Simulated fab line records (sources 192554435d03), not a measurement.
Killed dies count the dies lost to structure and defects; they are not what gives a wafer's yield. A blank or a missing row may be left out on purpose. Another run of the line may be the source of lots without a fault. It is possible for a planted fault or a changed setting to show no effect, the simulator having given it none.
Code-filled problem report in 8D (eight disciplines) form | flow n5 finfet | the parts of the form that need people (team, actions taken, sign-off) are left out

== 1. WHAT WENT WRONG ==
Wafers with no fault read 5.20 s with a standard deviation of 0.093, whereas etch rf on time s at N5_BEOL_M6_ETCH_72 reads a mean of 6.87 s on 1 wafer of 1 lot. Measured from the usual mean, that is +18 standard deviations.
The step: etches underlayer in N2/H2, target depth 6.5 nm, time 5.2 s.
Earliest sighting: wafer L967.2 on rie diel-01 at day 12 21:54. The record holds 30 wafers of 10 lots with a number at this step. Rule for "out" (also "out of limits"): further than 4 standard deviations from the usual mean. Any other wafer with a number is counted as sound.

== 2. WHAT IT IS, AND WHAT IT ISN'T ==
question                    | is                | is not
which readings at this step | etch rf on time s | drypump motor current A, h2 flow sccm, rf fwd power W, rf vpp V, showerhead plenum p Torr, throttle valve pct
which lots                  | L967              | L956, L957, L959, L960, L961, L965, L972, L974, L975
which wafers of those lots  | L967.2            | L967.1, L967.4
read on which tools         | rie diel-01       | rie diel-03, rie diel-04
when                        | from day 12 21:54 | up to then (20 sound wafers); but 9 sound wafers of L972, L974, L975 came after

== 3. THE SUSPECTS, EACH WITH WHAT RULES IT OUT ==
Counting: if a tool at a process step up to the reading ran every lot that is out, it stays a suspect. Sound lots after the first of them don't rule it out here, since some wafers of a struck lot are sound.
- rie diel-01 at N5_BEOL_M6_ETCH_61 (etches SiARC in CF4, target depth 45.5 nm, time 75.8 s): kept. It processed L967, the lot that is out, at day 12 19:16, and its most recent sound lot before then was L965 at day 12 16:13.
- rie diel-01 at N5_BEOL_M6_ETCH_72 (etches underlayer in N2/H2, target depth 6.5 nm, time 5.2 s): kept. It processed L967, the lot that is out, at day 12 21:54, and its most recent sound lot before then was L960 at day 11 14:35. Its own readings are out on those wafers: etch rf on time s.
- rie diel-01, N5_BEOL_M6_ETCH_61: wafers that are out in chamber 3, sound lot-mates in chambers 1, 2.
- rie diel-01, N5_BEOL_M6_ETCH_72: wafers that are out in chamber 2, sound lot-mates in chambers 1, 3.
After counting, rie diel-01 at N5_BEOL_M6_ETCH_61 and rie diel-01 at N5_BEOL_M6_ETCH_72 remain.

== 4. THE CAUSE (what the simulator had put in) ==
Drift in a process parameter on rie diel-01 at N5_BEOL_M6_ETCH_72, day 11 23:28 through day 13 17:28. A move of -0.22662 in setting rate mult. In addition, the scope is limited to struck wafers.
After counting, 2 suspects remain, this tool included.

== 5. SEQUENCE OF EFFECTS, ordered by route ==
Each row: a reading where the mean over the struck wafers with a number is more than 3 standard deviations away from the usual. Only readings whose record carries a usual standard deviation are examined. hours: median over the lots of the time between each lot's start at the first step of this table that gives one and its start at this step. sigmas: the change, counted in usual standard deviations.
hours | step               | reading           | usual  | on struck wafers | change | sigmas
0     | N5_BEOL_M6_ETCH_72 | etch rf on time s | 5.20 s | 6.87             | +1.67  | +18
Its process steps:
- N5_BEOL_M6_ETCH_72: etches underlayer in N2/H2, target depth 6.5 nm, time 5.2 s.

== 6. WHAT WOULD HAVE CAUGHT IT SOONER ==
First out-of-limits reading in this record: day 12 21:54, which is 22 hours after fault onset at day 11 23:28.
